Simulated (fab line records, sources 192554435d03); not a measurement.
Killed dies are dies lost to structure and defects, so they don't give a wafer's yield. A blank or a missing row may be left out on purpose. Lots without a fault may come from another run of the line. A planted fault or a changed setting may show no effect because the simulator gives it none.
fab line records | flow n5_finfet
record lots=24 wafers=72 last_day=17
route steps=1938 shown BEOL_M3@968
lots that met no fault: from a run of the same line without faults
start_h: hours from the record's first day to the start of the lot's first wafer shown | wait_h: hours since the lot's step before | " the same as in the row above | L1.1+2: a row that stands for several wafers | - no value, or no start given | * or withheld: withheld | < > ~ a bound
route shown NAME@n: a module of which the file shows steps, and the number in the route of the first | usual: mean/standard deviation of fault-free wafers | same: alike in all rows | chamber/n: place in a boat | sites: the reading at each site | _std_site: their standard deviation | _edge_site: outer sites' mean less inner sites' | radius_mm: how far each site lies from the wafer's centre | mask NAME#n: copy n | behind: the tool/chamber that last shaped the wafer | hold: why the lot was held/for how many hours/how that ended | device: the transistor (n, p or np) that didn't switch | end of line: the same wafers' tests at the end of the route | a step without rows: its recipe alone | killed: dies lost to structure and defects at the first sort, not the wafer's yield | map: a wafer's dies, x killed, . not, _ none there
set.NAME: the setting as run; set.NAME@STEP: as run at that earlier step | model.NAME: the simulator's own value behind a step, which no gauge read
steps of the route over a sample of lots; a table a step, a row a wafer
services: from which hour (start_h, from the record's first day; less than 0 if before it) a tool's chamber was out of use, for how many hours, and why
## steps
# step N5_BEOL_M3_INSPECT_30
# recipe mode=adi inspect_instrument=brightfield
# usual raw_defect_count=440/120
# columns lot.wafer tool chamber start_h wait_h raw_defect_count
L075.3 defect_inspect-01 - 145.27 0.0 352
L075.4 " - " " 388
L075.6 " - " " 400
L074.1 defect_inspect-01 - 151.17 0.1 389
L074.2 " - " " 566
L074.4 " - " " 413
L076.2 defect_inspect-01 - 157.58 0.0 404
L076.3 " - " " 366
L076.5 " - " " 390
L077.4 defect_inspect-02 - 164.31 0.0 396
L077.5 " - " " 347
L077.6 " - " " 258
L079.2 defect_inspect-02 - 174.92 0.0 453
L079.3 " - " " 593
L079.6 " - " " 726
L078.1 defect_inspect-01 - 175.66 0.1 481
L078.2 " - " " 415
L078.6 " - " " 426
L080.2 defect_inspect-02 - 182.93 0.0 404
L080.3 " - " " 416
L080.6 " - " " 444
L081.2 defect_inspect-02 - 188.63 0.0 392
L081.5 " - " " 432
L081.6 " - " " 581
L082.1 defect_inspect-02 - 194.67 0.1 383
L082.3 " - " " 342
L082.4 " - " " 485
L083.1 defect_inspect-01 - 198.46 0.1 311
L083.2 " - " " 304
L083.4 " - " " 258
L084.2 defect_inspect-01 - 210.32 0.0 386
L084.3 " - " " 493
L084.6 " - " " 579
L087.3 defect_inspect-02 - 227.81 0.0 272
L087.5 " - " " 372
L087.6 " - " " 413
L085.1 defect_inspect-02 - 232.33 0.1 454
L085.3 " - " " 443
L085.4 " - " " 476
L086.2 defect_inspect-02 - 232.73 0.0 444
L086.4 " - " " 562
L086.6 " - " " 535
L088.1 defect_inspect-01 - 246.78 0.1 353
L088.5 " - " " 491
L088.6 " - " " 449
L089.3 defect_inspect-01 - 247.92 0.0 385
L089.4 " - " " 417
L089.6 " - " " 370
L091.1 defect_inspect-01 - 249.85 0.1 768
L091.2 " - " " 445
L091.6 " - " " 401
L090.2 defect_inspect-01 - 249.91 0.0 521
L090.4 " - " " 665
L090.5 " - " " 672
L092.1 defect_inspect-01 - 253.68 0.1 449
L092.4 " - " " 292
L092.6 " - " " 246
L093.1 defect_inspect-01 - 258.10 0.1 486
L093.3 " - " " 503
L093.4 " - " " 565
L094.2 defect_inspect-02 - 262.77 0.0 498
L094.3 " - " " 529
L094.5 " - " " 446
L095.4 defect_inspect-02 - 273.41 0.0 346
L095.5 " - " " 313
L095.6 " - " " 314
L096.4 defect_inspect-02 - 276.66 0.0 532
L096.5 " - " " 523
L096.6 " - " " 701
L097.1 defect_inspect-01 - 298.14 0.1 454
L097.4 " - " " 358
L097.5 " - " " 437
# step N5_BEOL_M3_VIA_ETCH_34
# recipe chemistry=C4F6/O2 target_depth_a=694 mask_material=SOC pressure_mtorr=15 ion_energy_ev=250 taper_deg=4 time_s=65.9 source_w=350 bias_w=170 Ar_flow_sccm=300 C4F6_flow_sccm=10 O2_flow_sccm=10
# usual C4F6_flow_sccm=10.00/0.033 chamber_pressure_mTorr=14.999/0.017 drypump_motor_current_A=5.5/0.34 mfc_ar_sccm=300.2/0.94 oes_ar_750_au=0.76/0.077 oes_product_au=0.76/0.086 rf_vpp_V=668/14 showerhead_plenum_p_Torr=2.85/0.066 throttle_valve_pct=30.8/0.4
# columns lot.wafer tool chamber start_h wait_h C4F6_flow_sccm chamber_pressure_mTorr drypump_motor_current_A mfc_ar_sccm oes_ar_750_au oes_product_au rf_hours_counter_h rf_vpp_V showerhead_plenum_p_Torr throttle_valve_pct
L075.3 rie_diel-01 3 147.83 0.0 9.93 14.997 5.2 299.9 0.71 0.70 215 668 2.77 30.5
L075.4 " 0 " " 10.08 15.020 5.3 301.6 0.86 0.91 25 672 2.89 31.0
L075.6 " 3 " " 9.92 14.990 5.2 299.4 0.71 0.69 - 668 2.77 30.5
L074.1 rie_diel-02 0 152.30 0.0 10.05 14.976 5.9 298.7 0.87 0.89 31 675 2.89 30.4
L074.2 " 3 " " 10.03 14.994 5.8 299.3 0.72 0.70 221 641 2.80 30.9
L074.4 " 2 " " 10.00 14.984 5.7 299.5 0.70 0.70 238 688 2.89 30.4
L076.2 rie_diel-01 1 162.07 0.0 9.99 14.985 5.5 299.2 0.74 0.74 155 681 2.93 30.6
L076.3 " 2 " " 10.04 15.014 5.9 300.2 0.71 0.73 206 679 2.85 31.4
L076.5 " 3 " " 10.03 14.997 5.2 300.2 0.71 0.70 - 670 2.77 30.5
L077.4 rie_diel-02 1 165.21 0.0 10.00 15.008 5.9 301.1 0.71 0.72 208 657 2.85 30.9
L077.5 " 0 " " 10.00 14.990 5.8 302.0 0.86 0.89 - 675 2.88 30.5
L077.6 " 1 " " 9.98 15.008 5.9 301.0 0.71 0.71 - 658 2.85 30.9
L079.2 rie_diel-01 1 178.17 0.0 10.05 15.003 5.5 302.4 0.75 0.74 160 682 2.93 30.6
L079.3 " 0 " " 9.97 15.000 5.3 300.1 0.85 0.87 36 672 2.89 31.0
L079.6 " 1 " " 10.07 15.012 5.5 301.5 0.75 0.74 - 680 2.93 30.6
L078.1 rie_diel-06 2 178.21 0.0 9.98 14.994 5.0 297.9 0.87 0.88 60 658 2.87 30.4
L078.2 " 3 " " 9.97 14.983 4.9 299.0 0.71 0.70 221 650 2.74 31.6
L078.6 " 1 " " 9.99 15.002 6.0 300.4 0.71 0.72 - 665 2.93 31.0
L080.2 rie_diel-02 2 183.88 0.0 9.98 15.008 5.6 300.3 0.69 0.69 246 688 2.88 30.4
L080.3 " 0 " " 10.00 14.989 5.8 301.3 0.84 0.88 41 674 2.88 30.5
L080.6 " 3 " " 10.04 14.976 5.8 299.8 0.71 0.70 - 642 2.79 30.9
L081.2 rie_diel-06 0 191.53 0.0 9.95 15.000 5.3 300.9 0.76 0.76 161 679 2.97 31.0
L081.5 " 1 " " 10.01 15.002 5.9 299.6 0.70 0.70 - 664 2.93 31.1
L081.6 " 2 " " 10.02 15.024 5.1 300.7 0.87 0.87 - 658 2.87 30.4
L082.1 rie_diel-02 0 196.69 0.0 10.01 15.001 5.8 302.8 0.83 0.87 45 676 2.88 30.5
L082.3 " 1 " " 10.01 14.988 5.9 300.0 0.71 0.71 215 658 2.85 30.9
L082.4 " 0 " " 10.06 14.994 5.8 299.5 0.84 0.86 - 674 2.88 30.5
L083.1 rie_diel-06 3 199.21 0.0 9.96 15.004 4.9 300.4 0.70 0.70 226 650 2.74 31.6
L083.2 " 0 " " 9.98 15.015 5.3 298.8 0.75 0.76 163 678 2.96 31.0
L083.4 " 2 " " 9.99 15.011 5.0 301.6 0.87 0.87 65 657 2.87 30.4
L084.2 rie_diel-01 3 214.91 0.0 10.01 15.011 5.2 298.2 0.69 0.70 234 667 2.76 30.5
L084.3 " 1 " " 9.99 15.000 5.5 299.3 0.74 0.74 169 682 2.93 30.6
L084.6 " 1 " " 10.03 15.015 5.5 301.1 0.74 0.73 - 681 2.93 30.6
L087.3 rie_diel-02 3 228.35 0.0 9.99 15.003 5.7 299.7 0.70 0.69 246 640 2.78 30.9
L087.5 " 3 " " 9.95 15.022 5.8 298.6 0.70 0.68 - 642 2.78 30.9
L087.6 " 2 " " 10.01 15.000 5.6 300.5 0.93 0.97 - 688 2.88 30.2
L085.1 rie_diel-01 0 235.24 0.0 10.02 14.989 5.3 299.6 0.82 0.84 53 671 2.88 31.0
L085.3 " 1 " " 10.01 15.013 5.5 299.4 0.73 0.73 176 681 2.92 30.6
L085.4 " 3 " " 10.01 15.017 5.2 298.9 0.69 0.69 243 667 2.76 30.5
L086.2 rie_diel-02 0 235.27 0.0 9.99 14.983 5.8 299.7 0.81 0.83 59 674 2.87 30.5
L086.4 " 3 " " 10.00 15.007 5.8 299.9 0.69 0.69 249 640 2.78 31.0
L086.6 " 1 " " 10.02 15.031 5.9 299.2 0.70 0.70 - 658 2.84 30.9
L088.1 rie_diel-06 1 248.08 0.0 9.98 15.006 5.9 299.8 0.69 0.68 235 662 2.92 31.1
L088.5 " 0 " " 10.02 15.016 5.3 300.8 0.74 0.74 - 679 2.96 31.0
L088.6 " 3 " " 9.97 15.003 4.9 299.4 0.70 0.69 - 650 2.73 31.6
L089.3 rie_diel-01 3 250.81 0.0 9.99 14.992 5.2 299.3 0.69 0.68 248 667 2.76 30.5
L089.4 " 1 " " 9.99 14.983 5.5 299.9 0.73 0.71 - 682 2.92 30.6
L089.6 " 3 " " 10.05 14.967 5.2 300.4 0.69 0.67 - 666 2.76 30.5
L091.1 rie_diel-06 2 251.37 0.0 9.93 15.029 5.0 299.1 0.86 0.85 82 657 2.86 30.4
L091.2 " 0 " " 9.97 15.010 5.3 300.8 0.75 0.74 179 678 2.96 31.0
L091.6 " 0 " " 9.96 14.990 5.3 301.8 0.74 0.74 - 680 2.96 31.0
L090.2 rie_diel-01 3 256.03 0.0 9.96 15.010 5.2 299.9 0.69 0.68 250 666 2.76 30.5
L090.4 " 1 " " 9.97 14.957 5.5 299.6 0.73 0.72 - 681 2.92 30.6
L090.5 " 3 " " 9.99 14.989 5.2 301.4 0.69 0.67 - 666 2.76 30.5
L092.1 rie_diel-02 1 256.21 0.0 10.03 15.001 5.9 300.4 0.69 0.69 236 657 2.84 30.9
L092.4 " 0 " " 10.02 15.008 5.8 301.8 0.81 0.83 - 675 2.87 30.5
L092.6 " 2 " " 9.98 14.985 5.6 300.5 0.90 0.92 - 686 2.87 30.2
L093.1 rie_diel-01 2 260.62 0.0 10.03 14.996 5.9 301.3 0.70 0.70 236 679 2.84 31.4
L093.3 " 3 " " 9.97 14.967 5.2 299.9 0.68 0.67 252 666 2.76 30.5
L093.4 " 3 " " 9.96 15.001 5.2 299.1 0.69 0.67 - 666 2.76 30.5
L094.2 rie_diel-06 0 263.63 0.0 10.00 15.003 5.3 300.6 0.74 0.74 182 680 2.96 31.0
L094.3 " 2 " " 10.01 15.011 5.1 299.5 0.85 0.85 85 657 2.86 30.4
L094.5 " 3 " " 10.02 15.006 4.9 300.3 0.69 0.68 - 648 2.73 31.6
L095.4 rie_diel-06 2 274.41 0.0 9.97 14.996 5.0 299.3 0.84 0.85 90 657 2.85 30.4
L095.5 " 2 " " 9.99 14.883 5.0 299.1 0.83 0.85 - 655 2.85 30.4
L095.6 " 3 " " 10.03 14.990 4.9 300.8 0.69 0.68 - 649 2.73 31.6
L096.4 rie_diel-02 1 288.94 0.0 10.00 15.020 5.9 300.3 0.70 0.69 245 659 2.84 31.0
L096.5 " 0 " " 10.02 15.020 5.8 300.9 0.80 0.82 - 675 2.87 30.5
L096.6 " 3 " " 9.97 15.005 5.7 301.3 0.97 0.97 - 641 2.78 30.7
L097.1 rie_diel-01 1 298.77 0.0 10.00 15.024 5.5 301.4 0.72 0.70 199 682 2.91 30.6
L097.4 " 0 " " 9.98 14.992 5.3 300.8 0.82 0.84 63 671 2.87 31.1
L097.5 " 2 " " 9.98 15.028 5.9 299.1 0.69 0.69 - 679 2.83 31.4
# step N5_BEOL_M3_SURFACE_TREAT_85
# recipe gas=Ar time_s=* ion_energy_ev=* ion_current_ma_cm2=0.5 pressure_mtorr=* ar_flow_sccm=30
# usual throttle_valve_pct=*
# columns lot.wafer tool chamber start_h wait_h throttle_valve_pct
L075.3 pvd_sputter-03 - 149.52 0.1 *
L075.4 " - " " *
L075.6 " - " " *
L074.1 pvd_sputter-02 - 153.07 0.1 *
L074.2 " - " " *
L074.4 " - " " *
L076.2 pvd_sputter-01 - 163.58 0.3 *
L076.3 " - " " *
L076.5 " - " " *
L077.4 pvd_sputter-03 - 166.53 0.2 *
L077.5 " - " " *
L077.6 " - " " *
L079.2 pvd_sputter-01 - 179.66 0.5 *
L079.3 " - " " *
L079.6 " - " " *
L078.1 pvd_sputter-01 - 179.70 0.4 *
L078.2 " - " " *
L078.6 " - " " *
L080.2 pvd_sputter-01 - 184.69 0.1 *
L080.3 " - " " *
L080.6 " - " " *
L081.2 pvd_sputter-02 - 193.25 0.4 *
L081.5 " - " " *
L081.6 " - " " *
L082.1 pvd_sputter-03 - 197.96 0.1 *
L082.3 " - " " *
L082.4 " - " " *
L083.1 pvd_sputter-02 - 200.62 0.1 *
L083.2 " - " " *
L083.4 " - " " *
L084.2 pvd_sputter-02 - 215.96 0.1 *
L084.3 " - " " *
L084.6 " - " " *
L087.3 pvd_sputter-01 - 229.93 0.2 *
L087.5 " - " " *
L087.6 " - " " *
L085.1 pvd_sputter-01 - 236.64 0.2 *
L085.3 " - " " *
L085.4 " - " " *
L086.2 pvd_sputter-01 - 236.68 0.2 *
L086.4 " - " " *
L086.6 " - " " *
L088.1 pvd_sputter-01 - 249.50 0.3 *
L088.5 " - " " *
L088.6 " - " " *
L089.3 pvd_sputter-02 - 252.07 0.1 *
L089.4 " - " " *
L089.6 " - " " *
L091.1 pvd_sputter-01 - 254.24 1.9 *
L091.2 " - " " *
L091.6 " - " " *
L090.2 pvd_sputter-03 - 257.21 0.3 *
L090.4 " - " " *
L090.5 " - " " *
L092.1 pvd_sputter-01 - 261.25 0.2 *
L092.4 " - " " *
L092.6 " - " " *
L093.1 pvd_sputter-02 - 261.89 0.2 *
L093.3 " - " " *
L093.4 " - " " *
L094.2 pvd_sputter-02 - 264.59 0.2 *
L094.3 " - " " *
L094.5 " - " " *
L095.4 pvd_sputter-01 - 275.51 0.2 *
L095.5 " - " " *
L095.6 " - " " *
L096.4 pvd_sputter-02 - 290.46 0.2 *
L096.5 " - " " *
L096.6 " - " " *
L097.1 pvd_sputter-01 - 299.81 0.1 *
L097.4 " - " " *
L097.5 " - " " *
# step N5_BEOL_M3_SPUTTER_81
# recipe material=Cu target_thk_a=45 temp_c=-20 chamber_pressure_pa=0.07 power_w=withheld time_s=8.29
# usual chamber_pressure_pa=0.07/0.00014 substrate_temp_c=-20.00/0.12 throttle_valve_pct=29.8/0.9
# columns lot.wafer tool chamber start_h wait_h chamber_pressure_pa substrate_temp_c throttle_valve_pct
L075.3 pvd_sputter-03 - 150.22 0.1 0.06979 -19.95 30.1
L075.4 " - " " 0.0702 -20.01 29.9
L075.6 " - " " 0.07009 -19.90 29.2
L074.1 pvd_sputter-01 - 154.09 0.1 0.07027 -19.86 30.0
L074.2 " - " " 0.07007 -20.18 28.2
L074.4 " - " " 0.06993 -19.99 28.7
L076.2 pvd_sputter-01 - 164.38 0.1 0.06988 -20.00 29.9
L076.3 " - " " 0.07021 -19.94 28.1
L076.5 " - " " 0.06998 -20.15 29.8
L077.4 pvd_sputter-01 - 167.28 0.1 0.07012 -19.98 29.3
L077.5 " - " " 0.07011 -19.93 29.1
L077.6 " - " " 0.06997 -20.01 30.0
L079.2 pvd_sputter-01 - 180.38 0.1 0.06986 -19.85 29.9
L079.3 " - " " 0.06981 -19.97 28.2
L079.6 " - " " 0.07013 -19.84 29.9
L078.1 pvd_sputter-03 - 181.61 0.1 0.06997 -19.98 29.2
L078.2 " - " " 0.07003 -20.02 30.1
L078.6 " - " " 0.06985 -20.10 29.9
L080.2 pvd_sputter-01 - 185.35 0.1 0.07011 -19.97 29.1
L080.3 " - " " 0.06974 -20.10 30.2
L080.6 " - " " 0.0699 -19.90 28.1
L081.2 pvd_sputter-01 - 195.43 0.1 0.06976 -20.01 28.3
L081.5 " - " " 0.07003 -19.90 30.3
L081.6 " - " " 0.07007 -20.00 29.1
L082.1 pvd_sputter-02 - 198.77 0.1 0.06995 -19.92 31.1
L082.3 " - " " 0.07004 -20.14 29.3
L082.4 " - " " 0.07013 -19.97 29.6
L083.1 pvd_sputter-03 - 201.42 0.1 0.06993 -20.03 31.6
L083.2 " - " " 0.07006 -20.00 30.2
L083.4 " - " " 0.07018 -20.09 30.5
L084.2 pvd_sputter-02 - 216.64 0.1 0.06984 -20.04 30.9
L084.3 " - " " 0.06978 -20.13 30.3
L084.6 " - " " 0.07015 -19.88 29.3
L087.3 pvd_sputter-02 - 230.59 0.1 0.06992 -19.71 29.0
L087.5 " - " " 0.07019 -19.89 29.3
L087.6 " - " " 0.06997 -19.93 29.6
L085.1 pvd_sputter-01 - 237.38 0.1 0.06989 -19.83 29.0
L085.3 " - " " 0.0699 -19.99 28.1
L085.4 " - " " 0.06974 -20.06 29.9
L086.2 pvd_sputter-02 - 237.65 0.1 0.0701 -20.16 30.3
L086.4 " - " " 0.0701 -20.03 29.6
L086.6 " - " " 0.07005 -19.95 30.9
L088.1 pvd_sputter-01 - 250.24 0.1 0.06994 -20.06 30.3
L088.5 " - " " 0.06998 -19.85 30.4
L088.6 " - " " 0.06987 -20.06 29.0
L089.3 pvd_sputter-01 - 252.84 0.1 0.06982 -19.92 30.4
L089.4 " - " " 0.0699 -20.01 30.0
L089.6 " - " " 0.06999 -20.00 28.0
L091.1 pvd_sputter-02 - 254.99 0.1 0.06994 -19.92 30.0
L091.2 " - " " 0.06994 -19.99 29.0
L091.6 " - " " 0.06999 -20.00 31.1
L090.2 pvd_sputter-03 - 259.53 0.1 0.0699 -19.94 29.1
L090.4 " - " " 0.06988 -20.02 31.7
L090.5 " - " " 0.07003 -20.01 30.4
L092.1 pvd_sputter-01 - 261.93 0.1 0.07002 -19.98 29.8
L092.4 " - " " 0.06987 -20.12 28.1
L092.6 " - " " 0.07022 -19.95 29.1
L093.1 pvd_sputter-03 - 262.83 0.1 0.06994 -19.91 29.6
L093.3 " - " " 0.06976 -20.07 31.8
L093.4 " - " " 0.06992 -19.88 30.3
L094.2 pvd_sputter-01 - 265.25 0.1 0.06996 -20.03 30.3
L094.3 " - " " 0.06992 -19.98 29.0
L094.5 " - " " 0.07014 -19.98 30.0
L095.4 pvd_sputter-02 - 276.47 0.1 0.06993 -20.00 31.1
L095.5 " - " " 0.07007 -19.66 29.6
L095.6 " - " " 0.0701 -19.83 29.4
L096.4 pvd_sputter-02 - 291.14 0.1 0.06977 -20.09 29.6
L096.5 " - " " 0.06979 -19.96 30.3
L096.6 " - " " 0.07008 -19.99 31.2
L097.1 pvd_sputter-02 - 300.47 0.1 0.06981 -19.74 31.2
L097.4 " - " " 0.07005 -20.10 29.5
L097.5 " - " " 0.06991 -20.25 29.6
# step N5_BEOL_M3_SPUTTER_92
# recipe material=Cu target_thk_a=45 temp_c=-20 chamber_pressure_pa=0.07 power_w=withheld time_s=8.29
# usual chamber_pressure_pa=0.07001/0.00013 substrate_temp_c=-20.00/0.1 throttle_valve_pct=29.8/0.89
# columns lot.wafer tool chamber start_h wait_h chamber_pressure_pa substrate_temp_c throttle_valve_pct
L075.3 pvd_sputter-03 - 151.10 0.1 0.07005 -19.75 30.4
L075.4 " - " " 0.06991 -20.08 29.8
L075.6 " - " " 0.07019 -20.01 29.1
L074.1 pvd_sputter-01 - 154.97 0.1 0.06973 -20.10 30.0
L074.2 " - " " 0.07006 -20.11 28.2
L074.4 " - " " 0.06996 -19.96 28.9
L076.2 pvd_sputter-01 - 165.26 0.1 0.07021 -19.96 30.1
L076.3 " - " " 0.07003 -20.10 28.3
L076.5 " - " " 0.06991 -19.92 29.8
L077.4 pvd_sputter-01 - 168.16 0.1 0.0698 -20.23 29.1
L077.5 " - " " 0.06979 -20.01 29.0
L077.6 " - " " 0.0701 -19.90 29.9
L079.2 pvd_sputter-01 - 181.26 0.1 0.06988 -19.95 30.1
L079.3 " - " " 0.07014 -20.07 28.2
L079.6 " - " " 0.06973 -19.85 29.9
L078.1 pvd_sputter-03 - 184.44 0.1 0.06987 -19.83 28.9
L078.2 " - " " 0.06996 -20.14 30.1
L078.6 " - " " 0.06992 -20.00 29.7
L080.2 pvd_sputter-01 - 186.23 0.1 0.07008 -20.17 29.3
L080.3 " - " " 0.06991 -19.90 30.5
L080.6 " - " " 0.07024 -20.09 28.1
L081.2 pvd_sputter-01 - 196.31 0.1 0.07009 -20.12 27.9
L081.5 " - " " 0.0699 -19.93 30.2
L081.6 " - " " 0.07004 -20.08 29.1
L082.1 pvd_sputter-02 - 199.65 0.1 0.07004 -19.92 31.0
L082.3 " - " " 0.06999 -19.81 29.3
L082.4 " - " " 0.07023 -19.95 29.4
L083.1 pvd_sputter-03 - 202.30 0.1 0.06987 -19.88 31.7
L083.2 " - " " 0.06991 -19.93 30.0
L083.4 " - " " 0.07014 -19.92 30.2
L084.2 pvd_sputter-02 - 217.52 0.1 0.06998 -19.85 31.1
L084.3 " - " " 0.06989 -19.97 30.4
L084.6 " - " " 0.07019 -20.10 29.2
L087.3 pvd_sputter-02 - 231.47 0.1 0.07011 -20.11 29.5
L087.5 " - " " 0.0701 -20.12 29.6
L087.6 " - " " 0.0701 -19.94 29.3
L085.1 pvd_sputter-01 - 238.26 0.1 0.06978 -20.21 29.1
L085.3 " - " " 0.07004 -20.02 28.2
L085.4 " - " " 0.06961 -19.83 29.9
L086.2 pvd_sputter-02 - 238.53 0.1 0.07019 -19.98 30.4
L086.4 " - " " 0.07005 -20.09 29.6
L086.6 " - " " 0.0701 -19.97 30.9
L088.1 pvd_sputter-01 - 251.12 0.1 0.07004 -19.88 30.5
L088.5 " - " " 0.07013 -19.94 30.2
L088.6 " - " " 0.07 -19.85 29.3
L089.3 pvd_sputter-01 - 253.72 0.1 0.07019 -19.98 30.1
L089.4 " - " " 0.07008 -20.11 30.1
L089.6 " - " " 0.06988 -19.99 28.0
L091.1 pvd_sputter-02 - 255.87 0.1 0.07007 -20.10 30.3
L091.2 " - " " 0.0702 -20.02 29.2
L091.6 " - " " 0.06999 -19.92 30.9
L090.2 pvd_sputter-03 - 260.41 0.1 0.07016 -19.94 29.1
L090.4 " - " " 0.06986 -19.96 31.5
L090.5 " - " " 0.06986 -19.96 30.4
L092.1 pvd_sputter-01 - 262.81 0.1 0.07 -19.97 30.2
L092.4 " - " " 0.06988 -20.05 28.3
L092.6 " - " " 0.07006 -20.20 29.1
L093.1 pvd_sputter-03 - 263.71 0.1 0.0699 -20.05 29.4
L093.3 " - " " 0.06993 -19.93 31.7
L093.4 " - " " 0.06983 -19.88 30.1
L094.2 pvd_sputter-01 - 266.13 0.1 0.06999 -19.96 30.4
L094.3 " - " " 0.06987 -19.95 28.9
L094.5 " - " " 0.07019 -19.98 29.7
L095.4 pvd_sputter-02 - 277.35 0.1 0.07005 -20.03 31.6
L095.5 " - " " 0.07008 -19.82 29.3
L095.6 " - " " 0.07006 -20.08 29.4
L096.4 pvd_sputter-02 - 292.02 0.1 0.06973 -20.06 29.5
L096.5 " - " " 0.07019 -20.02 30.3
L096.6 " - " " 0.07009 -20.10 31.0
L097.1 pvd_sputter-02 - 301.35 0.1 0.06986 -20.02 31.3
L097.4 " - " " 0.07006 -20.01 29.4
L097.5 " - " " 0.07008 -19.94 29.2
# step N5_BEOL_M3_SPUTTER_94
# recipe material=Cu target_thk_a=45 temp_c=-20 chamber_pressure_pa=0.07 power_w=withheld time_s=8.29
# usual chamber_pressure_pa=0.06999/0.00013 substrate_temp_c=-20.01/0.094 throttle_valve_pct=29.8/0.88
# columns lot.wafer tool chamber start_h wait_h chamber_pressure_pa substrate_temp_c throttle_valve_pct
L075.3 pvd_sputter-03 - 151.32 0.1 0.07004 -19.94 30.6
L075.4 " - " " 0.07012 -20.02 30.2
L075.6 " - " " 0.0701 -19.96 29.3
L074.1 pvd_sputter-01 - 155.19 0.1 0.06984 -19.93 29.9
L074.2 " - " " 0.0698 -20.02 28.3
L074.4 " - " " 0.07014 -20.22 29.1
L076.2 pvd_sputter-01 - 165.48 0.1 0.0698 -20.13 30.2
L076.3 " - " " 0.07012 -20.11 28.2
L076.5 " - " " 0.06984 -19.98 29.9
L077.4 pvd_sputter-01 - 168.38 0.1 0.07006 -20.01 28.9
L077.5 " - " " 0.0701 -20.00 29.3
L077.6 " - " " 0.07022 -19.84 29.7
L079.2 pvd_sputter-01 - 181.48 0.1 0.06989 -20.03 30.1
L079.3 " - " " 0.06984 -20.04 28.1
L079.6 " - " " 0.06985 -20.09 29.9
L078.1 pvd_sputter-03 - 184.66 0.1 0.07016 -19.99 29.2
L078.2 " - " " 0.0698 -20.02 30.1
L078.6 " - " " 0.07007 -19.85 29.9
L080.2 pvd_sputter-01 - 186.45 0.1 0.07 -20.12 28.8
L080.3 " - " " 0.07005 -19.92 30.2
L080.6 " - " " 0.06968 -20.05 28.0
L081.2 pvd_sputter-01 - 196.53 0.1 0.07 -19.94 28.2
L081.5 " - " " 0.07007 -19.96 30.2
L081.6 " - " " 0.0699 -20.13 29.1
L082.1 pvd_sputter-02 - 199.87 0.1 0.06983 -19.83 30.9
L082.3 " - " " 0.07003 -19.97 29.3
L082.4 " - " " 0.06993 -20.08 29.4
L083.1 pvd_sputter-03 - 202.52 0.1 0.07031 -19.97 32.0
L083.2 " - " " 0.06997 -20.18 30.0
L083.4 " - " " 0.07004 -19.93 30.0
L084.2 pvd_sputter-02 - 217.74 0.1 0.0701 -20.19 30.9
L084.3 " - " " 0.06983 -20.11 30.2
L084.6 " - " " 0.07011 -20.02 29.2
L087.3 pvd_sputter-02 - 231.69 0.1 0.06976 -20.05 29.3
L087.5 " - " " 0.06995 -20.02 29.5
L087.6 " - " " 0.06977 -20.05 29.5
L085.1 pvd_sputter-01 - 238.48 0.1 0.07009 -20.16 29.1
L085.3 " - " " 0.06991 -20.14 28.4
L085.4 " - " " 0.07013 -19.87 29.9
L086.2 pvd_sputter-02 - 238.75 0.1 0.06997 -19.97 30.2
L086.4 " - " " 0.06987 -19.91 28.8
L086.6 " - " " 0.06991 -20.02 31.3
L088.1 pvd_sputter-01 - 251.34 0.1 0.06989 -20.01 30.5
L088.5 " - " " 0.07025 -20.01 30.4
L088.6 " - " " 0.06998 -20.02 29.0
L089.3 pvd_sputter-01 - 253.94 0.1 0.06984 -20.10 30.4
L089.4 " - " " 0.06994 -19.90 30.0
L089.6 " - " " 0.06981 -20.05 28.3
L091.1 pvd_sputter-02 - 256.09 0.1 0.07002 -20.04 30.4
L091.2 " - " " 0.06989 -19.97 29.3
L091.6 " - " " 0.06986 -19.81 31.1
L090.2 pvd_sputter-03 - 260.63 0.1 0.06993 -20.17 29.3
L090.4 " - " " 0.07003 -19.98 31.8
L090.5 " - " " 0.07023 -20.00 30.0
L092.1 pvd_sputter-01 - 263.03 0.1 0.07011 -20.08 29.8
L092.4 " - " " 0.06981 -19.98 28.3
L092.6 " - " " 0.07005 -20.06 28.9
L093.1 pvd_sputter-03 - 263.93 0.1 0.06987 -20.03 29.0
L093.3 " - " " 0.07004 -19.94 31.6
L093.4 " - " " 0.07014 -19.95 30.0
L094.2 pvd_sputter-01 - 266.35 0.1 0.07022 -19.89 30.3
L094.3 " - " " 0.07015 -20.00 29.1
L094.5 " - " " 0.0699 -20.14 30.1
L095.4 pvd_sputter-02 - 277.57 0.1 0.07007 -20.00 31.0
L095.5 " - " " 0.06981 -19.96 29.3
L095.6 " - " " 0.0702 -19.94 29.6
L096.4 pvd_sputter-02 - 292.24 0.1 0.06981 -20.03 29.1
L096.5 " - " " 0.07 -19.85 30.0
L096.6 " - " " 0.06999 -20.20 31.1
L097.1 pvd_sputter-02 - 301.57 0.1 0.06977 -20.05 31.2
L097.4 " - " " 0.06999 -19.95 29.6
L097.5 " - " " 0.06998 -20.08 29.4
## services
# columns tool chamber start_h hours kind
rie_diel-06 1 127.09 2.5 repair
rie_diel-06 2 139.56 7.7 repair
rie_diel-01 3 142.69 2.2 repair
pvd_sputter-02 - 166.21 1.9 repair
rie_diel-02 1 178.83 7.1 repair
pvd_sputter-03 - 186.93 2.6 repair
rie_diel-02 2 196.07 - clean
rie_diel-02 2 196.07 - consumable_replace:focus_ring
rie_diel-01 2 220.13 3.2 repair
rie_diel-02 3 236.85 - clean
rie_diel-02 3 236.85 - consumable_replace:focus_ring
rie_diel-02 3 236.85 19.3 scheduled_down
rie_diel-02 3 236.85 19.3 vent_cycle
rie_diel-02 3 266.56 10.3 repair
rie_diel-06 3 276.06 - clean
rie_diel-06 3 276.06 - consumable_replace:focus_ring
rie_diel-01 3 276.92 - clean
rie_diel-01 3 276.92 - consumable_replace:focus_ring
rie_diel-01 3 276.92 17.9 scheduled_down
rie_diel-01 3 276.92 17.9 vent_cycle
rie_diel-01 2 298.99 - clean
rie_diel-01 2 298.99 - consumable_replace:focus_ring
rie_diel-01 2 298.99 20.1 scheduled_down
rie_diel-01 2 298.99 20.1 vent_cycle
## key
fault none
